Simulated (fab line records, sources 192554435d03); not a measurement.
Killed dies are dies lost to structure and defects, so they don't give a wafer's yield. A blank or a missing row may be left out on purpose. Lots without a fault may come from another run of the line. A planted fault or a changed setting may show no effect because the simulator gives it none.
One fault seen from 2 desks | flow n5_finfet | each desk has only its own numbers; what lay behind them comes last

THE TOOL OWNER'S DESK: ald_metal-02
The tool's own readings at N5_HKMG_FIN_ALD_36 (deposits TiN, target thk 1 nm, pulse time 1 s, purge time 3 s): means of the sampled wafers that have a number, for each lot that ran on this tool. A lot is out of limits, marked OUT, if its mean lies more than 4 standard deviations from the usual mean; the brackets give that distance.
Columns: A = heater_power_w at N5_HKMG_FIN_ALD_36, usual 885 W; B = precursor_pulse_height_rel at N5_HKMG_FIN_ALD_36, usual 1.000
lot  | first seen here | A    | B
L228 | day 4 08:47     | 1015 | 0.992
L235 | day 6 02:47     | 978  | 0.999
L237 | day 6 14:43     | 982  | 0.999
L239 | day 7 03:26     | 986  | 1.001
L238 | day 7 05:05     | 1012 | 1.006
This desk's finding: nothing out of limits on any of the 5 lots.

THE DEFECT DESK
What the inspections along the route counted, lot by lot: means of the sampled wafers that have a number. A lot is out of limits, marked OUT, if its mean lies more than 4 standard deviations from the usual mean; the brackets give that distance.
Columns: A = raw_defect_count at N5_HKMG_FIN_INSPECT_14, usual 2.1
lot  | first seen here | A
L228 | day 4 09:59     | 2.3
L230 | day 4 22:38     | 1.3
L235 | day 6 04:00     | 2.7
L237 | day 6 15:56     | 2.3
L239 | day 7 04:39     | 1.3
L238 | day 7 06:10     | 2.7
L244 | day 8 11:44     | 1.0
L245 | day 8 14:59     | 2.0
L246 | day 9 00:15     | 2.0
L248 | day 9 11:17     | 1.7
L249 | day 9 17:24     | 1.7
This desk's finding: nothing out of limits on any of the 11 lots.

PUT TOGETHER
The tool owner's desk saw nothing out of limits.
The defect desk saw nothing out of limits.

WHAT THE SIMULATOR HAD PUT IN
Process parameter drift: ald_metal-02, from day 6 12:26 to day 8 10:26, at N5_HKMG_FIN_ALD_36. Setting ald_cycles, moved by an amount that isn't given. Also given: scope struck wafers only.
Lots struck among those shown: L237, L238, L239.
